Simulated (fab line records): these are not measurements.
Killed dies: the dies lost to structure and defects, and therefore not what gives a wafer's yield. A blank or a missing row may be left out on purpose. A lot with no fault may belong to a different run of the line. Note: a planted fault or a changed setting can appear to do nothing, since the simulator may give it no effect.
Which of the tools did it? + flow n5 finfet + 24 lots with 72 wafers sampled at 5 steps, on a route of 1938 steps

## WHAT EACH GAUGE READ, for each wafer
N5_MOL_CONTACT_COAG_THK_MEAS_29.
| lot  | measured     | on            | MD_CAP_THK (nm)   |
|------|--------------|---------------|-------------------|
| L075 | day 5 04:40  | film metro-02 | 17.88 17.99 17.89 |
| L074 | day 5 04:56  | film metro-01 | 17.84 17.86 17.83 |
| L076 | day 5 11:10  | film metro-02 | 17.86 17.95 17.94 |
| L077 | day 6 00:28  | film metro-02 | 18.01 17.90 17.74 |
| L078 | day 6 04:43  | film metro-01 | 18.01 18.05 17.99 |
| L079 | day 6 10:52  | film metro-02 | 17.94 17.95 17.88 |
| L080 | day 6 14:20  | film metro-02 | 17.93 17.91 17.84 |
| L081 | day 6 17:13  | film metro-01 | 18.02 17.94 18.10 |
| L082 | day 6 22:17  | film metro-01 | 17.89 17.94 17.97 |
| L083 | day 7 08:29  | film metro-02 | 17.85 17.94 17.81 |
| L084 | day 7 15:04  | film metro-01 | 17.79 17.82 17.98 |
| L085 | day 8 01:24  | film metro-01 | 18.01 17.92 17.92 |
| L086 | day 8 05:53  | film metro-02 | 17.89 17.93 18.07 |
| L087 | day 8 08:50  | film metro-01 | 17.83 17.95 17.89 |
| L088 | day 8 14:38  | film metro-02 | 18.11 17.98 18.03 |
| L089 | day 8 18:51  | film metro-01 | 17.90 17.99 17.97 |
| L090 | day 9 02:02  | film metro-01 | 18.00 17.95 17.99 |
| L091 | day 9 09:31  | film metro-02 | 17.96 17.95 17.94 |
| L092 | day 9 17:32  | film metro-02 | 17.87 17.85 17.78 |
| L093 | day 10 06:00 | film metro-01 | 17.88 17.79 17.86 |
| L094 | day 10 06:38 | film metro-02 | 17.91 17.93 17.87 |
| L095 | day 10 09:20 | film metro-02 | 17.97 18.07 17.87 |
| L096 | day 10 16:08 | film metro-01 | 17.88 18.02 17.94 |
| L097 | day 10 19:27 | film metro-01 | 18.00 17.97 18.04 |

## WHICH TOOL RAN EACH LOT (tool, then ch and the chambers of the sampled wafers, then the start)
| lot  | N5_MOL_CONTACT_COAG_TI_SIL_19 | N5_MOL_CONTACT_COAG_PRE_CLEAN_142 | N5_MOL_CONTACT_COAG_CMP_23    | N5_MOL_CONTACT_COAG_CMP_28    |
|------|-------------------------------|-----------------------------------|-------------------------------|-------------------------------|
| L075 | pvd sputter-03, day 4 21:35   | pvd sputter-03, day 5 01:45       | cmp-04 ch 0,2,3, day 5 02:02  | cmp-03 ch 0,3, day 5 04:25    |
| L074 | pvd sputter-02, day 4 21:38   | pvd sputter-03, day 5 01:55       | cmp-04 ch 0,1,2, day 5 02:13  | cmp-01 ch 0,2,3, day 5 04:43  |
| L076 | pvd sputter-03, day 5 05:22   | pvd sputter-03, day 5 08:11       | cmp-01 ch 1,2,3, day 5 08:29  | cmp-01 ch 0,3, day 5 10:54    |
| L077 | pvd sputter-02, day 5 16:04   | pvd sputter-01, day 5 21:27       | cmp-04 ch 1,3, day 5 21:41    | cmp-01 ch 1,2, day 6 00:12    |
| L078 | pvd sputter-01, day 5 21:37   | pvd sputter-01, day 6 01:47       | cmp-04 ch 0,1,3, day 6 02:02  | cmp-04 ch 0,1,2, day 6 04:25  |
| L079 | pvd sputter-02, day 6 01:46   | pvd sputter-02, day 6 07:57       | cmp-04 ch 1,2, day 6 08:14    | cmp-03 ch 1,2, day 6 10:37    |
| L080 | pvd sputter-01, day 6 07:32   | pvd sputter-03, day 6 11:25       | cmp-04 ch 1,3, day 6 11:41    | cmp-04 ch 0,1,3, day 6 14:07  |
| L081 | pvd sputter-01, day 6 11:16   | pvd sputter-03, day 6 14:15       | cmp-01 ch 0,1,2, day 6 14:36  | cmp-03 ch 1,2,3, day 6 17:02  |
| L082 | pvd sputter-02, day 6 15:49   | pvd sputter-01, day 6 19:20       | cmp-04 ch 0,3, day 6 19:37    | cmp-01 ch 1,2, day 6 22:02    |
| L083 | pvd sputter-02, day 6 23:55   | pvd sputter-02, day 7 04:11       | cmp-01 ch 0,2,3, day 7 04:28  | cmp-03 ch 1,2,3, day 7 08:11  |
| L084 | pvd sputter-03, day 7 08:01   | pvd sputter-02, day 7 12:08       | cmp-01 ch 0,2,3, day 7 12:23  | cmp-03 ch 0,1,3, day 7 14:49  |
| L085 | pvd sputter-02, day 7 15:54   | pvd sputter-03, day 7 22:20       | cmp-03 ch 0,1,2, day 7 22:37  | cmp-04 ch 1,2,3, day 8 01:07  |
| L086 | pvd sputter-03, day 7 21:56   | pvd sputter-03, day 8 02:57       | cmp-03 ch 1,2, day 8 03:11    | cmp-01 ch 0,1,2, day 8 05:37  |
| L087 | pvd sputter-02, day 8 02:08   | pvd sputter-02, day 8 05:54       | cmp-04 ch 0,3, day 8 06:08    | cmp-04 ch 2,3, day 8 08:32    |
| L088 | pvd sputter-02, day 8 06:08   | pvd sputter-03, day 8 11:42       | cmp-04 ch 0,2,3, day 8 11:57  | cmp-01 ch 0,1,2, day 8 14:23  |
| L089 | pvd sputter-01, day 8 11:49   | pvd sputter-03, day 8 15:54       | cmp-04 ch 1,2,3, day 8 16:17  | cmp-04 ch 0,2,3, day 8 18:38  |
| L090 | pvd sputter-03, day 8 16:52   | pvd sputter-01, day 8 23:06       | cmp-03 ch 2,3, day 8 23:21    | cmp-03 ch 0,2,3, day 9 01:49  |
| L091 | pvd sputter-01, day 9 02:31   | pvd sputter-02, day 9 06:35       | cmp-01 ch 1,2,3, day 9 06:55  | cmp-04 ch 0,2,3, day 9 09:18  |
| L092 | pvd sputter-03, day 9 10:29   | pvd sputter-02, day 9 14:16       | cmp-01 ch 0,1,3, day 9 14:30  | cmp-04 ch 1,2, day 9 17:14    |
| L093 | pvd sputter-03, day 9 22:12   | pvd sputter-01, day 10 02:55      | cmp-01 ch 1,2,3, day 10 03:21 | cmp-04 ch 0,1,3, day 10 05:43 |
| L094 | pvd sputter-01, day 10 00:47  | pvd sputter-01, day 10 03:18      | cmp-01 ch 1,3, day 10 03:46   | cmp-04 ch 0,1,3, day 10 06:22 |
| L095 | pvd sputter-01, day 10 03:09  | pvd sputter-03, day 10 06:10      | cmp-04 ch 1,2,3, day 10 06:34 | cmp-04 ch 0,1,3, day 10 09:02 |
| L096 | pvd sputter-02, day 10 09:45  | pvd sputter-03, day 10 13:13      | cmp-04 ch 0,1,3, day 10 13:32 | cmp-01 ch 1,2, day 10 15:50   |
| L097 | pvd sputter-02, day 10 12:41  | pvd sputter-01, day 10 16:29      | cmp-01 ch 0,1,2, day 10 16:46 | cmp-04 ch 1,2, day 10 19:09   |
- N5_MOL_CONTACT_COAG_TI_SIL_19: material Ti, target thk 4.2 nm, time 15 s.
- N5_MOL_CONTACT_COAG_PRE_CLEAN_142: time 60 s.
- N5_MOL_CONTACT_COAG_CMP_23: polishes, stops on SiO2, t overpolish 1.5 s, target thk 0 nm.
- N5_MOL_CONTACT_COAG_CMP_28: polishes, stops on SiNx, t overpolish 0.85 s, target thk 14.522 nm.

## WHAT THE TOOLS THEMSELVES READ (means of the sampled wafers that have a number; where no wafer has one, the mark that the record gives instead)
N5_MOL_CONTACT_COAG_TI_SIL_19.
| lot  | tool           | throttle valve pct (%) |
|------|----------------|------------------------|
| L075 | pvd sputter-03 | 30.5                   |
| L074 | pvd sputter-02 | 30.1                   |
| L076 | pvd sputter-03 | 29.9                   |
| L077 | pvd sputter-02 | 29.8                   |
| L078 | pvd sputter-01 | 30.1                   |
| L079 | pvd sputter-02 | 30.3                   |
| L080 | pvd sputter-01 | 30.0                   |
| L081 | pvd sputter-01 | 30.1                   |
| L082 | pvd sputter-02 | 30.1                   |
| L083 | pvd sputter-02 | 30.2                   |
| L084 | pvd sputter-03 | 30.2                   |
| L085 | pvd sputter-02 | 29.9                   |
| L086 | pvd sputter-03 | 30.3                   |
| L087 | pvd sputter-02 | 30.3                   |
| L088 | pvd sputter-02 | 30.4                   |
| L089 | pvd sputter-01 | 30.2                   |
| L090 | pvd sputter-03 | 30.1                   |
| L091 | pvd sputter-01 | 30.5                   |
| L092 | pvd sputter-03 | 30.1                   |
| L093 | pvd sputter-03 | 30.2                   |
| L094 | pvd sputter-01 | 29.9                   |
| L095 | pvd sputter-01 | 30.2                   |
| L096 | pvd sputter-02 | 30.2                   |
| L097 | pvd sputter-02 | 30.3                   |

N5_MOL_CONTACT_COAG_PRE_CLEAN_142.
| lot  | tool           | heater power w (W) |
|------|----------------|--------------------|
| L075 | pvd sputter-03 | 465                |
| L074 | pvd sputter-03 | 482                |
| L076 | pvd sputter-03 | 415                |
| L077 | pvd sputter-01 | 516                |
| L078 | pvd sputter-01 | 492                |
| L079 | pvd sputter-02 | 509                |
| L080 | pvd sputter-03 | 451                |
| L081 | pvd sputter-03 | 483                |
| L082 | pvd sputter-01 | 540                |
| L083 | pvd sputter-02 | 525                |
| L084 | pvd sputter-02 | 503                |
| L085 | pvd sputter-03 | 466                |
| L086 | pvd sputter-03 | 440                |
| L087 | pvd sputter-02 | 456                |
| L088 | pvd sputter-03 | 455                |
| L089 | pvd sputter-03 | 460                |
| L090 | pvd sputter-01 | 512                |
| L091 | pvd sputter-02 | 502                |
| L092 | pvd sputter-02 | 531                |
| L093 | pvd sputter-01 | 505                |
| L094 | pvd sputter-01 | 493                |
| L095 | pvd sputter-03 | 450                |
| L096 | pvd sputter-03 | 446                |
| L097 | pvd sputter-01 | 504                |

N5_MOL_CONTACT_COAG_CMP_23.
| lot  | tool   | edge zone pressure frac | motor current A (A) | overpolish run s (s) | platen rpm (rpm) | time to endpoint s (s) |
|------|--------|-------------------------|---------------------|----------------------|------------------|------------------------|
| L075 | cmp-04 | 1.004                   | 8.3                 | 1.494                | 50.29            | 13.0                   |
| L074 | cmp-04 | 0.998                   | 8.3                 | 1.508                | 50.28            | 11.7                   |
| L076 | cmp-01 | 0.998                   | 7.8                 | 1.503                | 50.28            | 10.2                   |
| L077 | cmp-04 | 1.002                   | 8.3                 | 1.503                | 50.27            | 12.2                   |
| L078 | cmp-04 | 0.998                   | 7.9                 | 1.498                | 50.33            | 9.7                    |
| L079 | cmp-04 | 1.000                   | 8.4                 | 1.502                | 50.27            | 7.8                    |
| L080 | cmp-04 | 0.995                   | 8.2                 | 1.493                | 50.29            | 12.1                   |
| L081 | cmp-01 | 1.004                   | 7.9                 | 1.500                | 50.29            | 8.6                    |
| L082 | cmp-04 | 1.006                   | 8.2                 | 1.502                | 50.31            | 11.1                   |
| L083 | cmp-01 | 0.997                   | 7.5                 | 1.495                | 50.27            | 10.3                   |
| L084 | cmp-01 | 0.997                   | 7.6                 | 1.494                | 50.29            | 11.3                   |
| L085 | cmp-03 | 1.000                   | 7.9                 | 1.496                | 50.29            | 10.5                   |
| L086 | cmp-03 | 0.999                   | 8.2                 | 1.516                | 50.31            | 7.0                    |
| L087 | cmp-04 | 0.996                   | 8.3                 | 1.508                | 50.26            | 10.8                   |
| L088 | cmp-04 | 0.996                   | 8.2                 | 1.502                | 50.31            | 10.8                   |
| L089 | cmp-04 | 1.001                   | 8.2                 | 1.491                | 50.30            | 9.0                    |
| L090 | cmp-03 | 0.995                   | 8.0                 | 1.506                | 50.28            | 12.1                   |
| L091 | cmp-01 | 0.999                   | 8.0                 | 1.494                | 50.28            | 7.2                    |
| L092 | cmp-01 | 1.001                   | 8.1                 | 1.505                | 50.30            | 8.5                    |
| L093 | cmp-01 | 0.994                   | 7.7                 | 1.499                | 50.34            | 10.1                   |
| L094 | cmp-01 | 1.001                   | 8.5                 | 1.503                | 50.30            | 8.3                    |
| L095 | cmp-04 | 1.011                   | 8.4                 | 1.496                | 50.28            | 9.8                    |
| L096 | cmp-04 | 1.002                   | 8.1                 | 1.505                | 50.29            | 9.2                    |
| L097 | cmp-01 | 1.004                   | 7.8                 | 1.505                | 50.30            | 10.9                   |

N5_MOL_CONTACT_COAG_CMP_28.
| lot  | tool   | edge zone pressure frac | motor current A (A) | platen rpm (rpm) | time to endpoint s (s) |
|------|--------|-------------------------|---------------------|------------------|------------------------|
| L075 | cmp-03 | 1.003                   | 12.2                | 51.799           | 6.5                    |
| L074 | cmp-01 | 0.997                   | 11.8                | 51.796           | 5.2                    |
| L076 | cmp-01 | 1.004                   | 12.1                | 51.801           | 4.5                    |
| L077 | cmp-01 | 0.997                   | 12.2                | 51.792           | 4.9                    |
| L078 | cmp-04 | 1.004                   | 12.5                | 51.815           | 9.0                    |
| L079 | cmp-03 | 1.002                   | 12.4                | 51.764           | 2.2                    |
| L080 | cmp-04 | 0.998                   | 12.1                | 51.772           | 8.4                    |
| L081 | cmp-03 | 0.994                   | 12.4                | 51.804           | 2.8                    |
| L082 | cmp-01 | 0.997                   | 12.4                | 51.802           | 4.3                    |
| L083 | cmp-03 | 1.000                   | 12.6                | 51.828           | 4.6                    |
| L084 | cmp-03 | 1.002                   | 11.8                | 51.809           | 5.8                    |
| L085 | cmp-04 | 0.991                   | 13.1                | 51.786           | 4.2                    |
| L086 | cmp-01 | 1.002                   | 11.8                | 51.820           | 5.3                    |
| L087 | cmp-04 | 0.996                   | 13.2                | 51.799           | 7.1                    |
| L088 | cmp-01 | 0.998                   | 12.4                | 51.808           | 3.6                    |
| L089 | cmp-04 | 1.004                   | 12.3                | 51.802           | 6.4                    |
| L090 | cmp-03 | 1.000                   | 11.6                | 51.781           | 6.9                    |
| L091 | cmp-04 | 1.002                   | 12.8                | 51.782           | 6.1                    |
| L092 | cmp-04 | 0.999                   | 12.5                | 51.817           | 4.8                    |
| L093 | cmp-04 | 1.003                   | 12.4                | 51.768           | 4.9                    |
| L094 | cmp-04 | 0.998                   | 12.3                | 51.802           | 4.2                    |
| L095 | cmp-04 | 1.003                   | 11.8                | 51.827           | 5.3                    |
| L096 | cmp-01 | 0.997                   | 11.6                | 51.810           | 2.8                    |
| L097 | cmp-04 | 0.999                   | 13.0                | 51.810           | 3.8                    |

## THE ANSWER, worked out from the rows above alone
Rule: what is usual is taken from the lots themselves. Put in order of their means at a reading, lots are off if they are a third of the lots or fewer, leave a main group of 4 or more, and stand apart from it by a gap of 3 or more times the standard deviation of the main group's means; of several such gaps the widest counts. A main group is skipped when, at the precision printed for the reading in the tables above, its means are all equal. A lot without any number at a reading at which 4 lots or more have one is off too. Any other lot the step has rows for is counted as sound. The gauges are gone through in route order, then the tools' own readings, and for those a lot's mean is taken as printed above. The first step at which some lot is off is used, and at that step the reading that is off furthest; a lot without a number counts as furthest.
Nothing can be told from this: no lot is off at any reading shown.

## WHAT THE SIMULATOR HAD INSERTED
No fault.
